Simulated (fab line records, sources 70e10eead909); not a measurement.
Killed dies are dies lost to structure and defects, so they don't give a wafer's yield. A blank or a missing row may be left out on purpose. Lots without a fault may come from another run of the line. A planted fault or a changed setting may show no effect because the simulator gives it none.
Chamber matching | flow nand_harc | NHARC_A_BLC_ALD_23 on ald_metal-04: 4 sister chambers
The step deposits TiN, target thk 3 nm, pulse time 1 s, ald cycles 150. 16 wafers are shown with their chamber, then 8 later ones without.

WAFERS WITH THEIR CHAMBER
wafer  | chamber | heater_power_w (W) | precursor_pulse_height_rel
L075.1 | 0       | 915                | 1.008
L075.2 | 3       | 1089               | 0.989
L075.6 | 1       | 1175               | 1.055
L074.3 | 2       | 1103               | 1.003
L074.4 | 0       | 918                | 0.995
L074.5 | 1       | 1180               | 0.981
L080.2 | 3       | 1122               | 1.000
L080.3 | 2       | 1067               | 0.974
L080.4 | 1       | 1162               | 0.974
L083.1 | 2       | 1102               | 1.034
L083.3 | 3       | 1084               | 0.998
L083.6 | 2       | 1083               | 0.993
L084.1 | 1       | 1166               | 1.006
L084.2 | 2       | 1089               | 0.947
L084.3 | 0       | 904                | 1.034
L087.2 | 0       | 951                | 1.038

SIGNATURES (means of the wafers above)
reading                    | chamber 0 | chamber 1 | chamber 2 | chamber 3 | scatter within a chamber
heater_power_w             | 922.00    | 1170.75   | 1088.80   | 1098.33   | 16.3
precursor_pulse_height_rel | 1.01875   | 1.00400   | 0.99020   | 0.99567   | 0.0283
Rule: a wafer's distance from a chamber is the root of the sum, over the readings, of the square of ((its reading less the chamber's mean) divided by the reading's scatter). The wafer belongs to the nearest chamber; if the next one is less than 2 further off, it can't be placed. The scatter: the root of (the sum of the squares of (reading less its chamber's mean) over the shown wafers, divided by (wafers less chambers)).

WAFERS WITHOUT THEIR CHAMBER
wafer  | heater_power_w (W) | precursor_pulse_height_rel
L087.5 | 1213               | 1.002
L087.6 | 945                | 1.002
L092.1 | 1156               | 0.982
L092.3 | 1022               | 0.999
L092.4 | 1206               | 1.027
L094.1 | 1099               | 1.012
L094.3 | 1177               | 1.002
L094.4 | 951                | 1.021

WHICH CHAMBER EACH WENT THROUGH
wafer  | from the rows above     | in truth
L087.5 | 1                       | 1
L087.6 | 0                       | 0
L092.1 | 1                       | 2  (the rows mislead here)
L092.3 | can't be placed: 2 or 3 | 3
L092.4 | 1                       | 1
L094.1 | can't be placed: 3 or 2 | 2
L094.3 | 1                       | 1
L094.4 | 0                       | 0
Placed correctly: 5 of 8. Can't be placed from these rows: 2 (the true chamber is among the candidates in 2). Placed wrongly: 1.
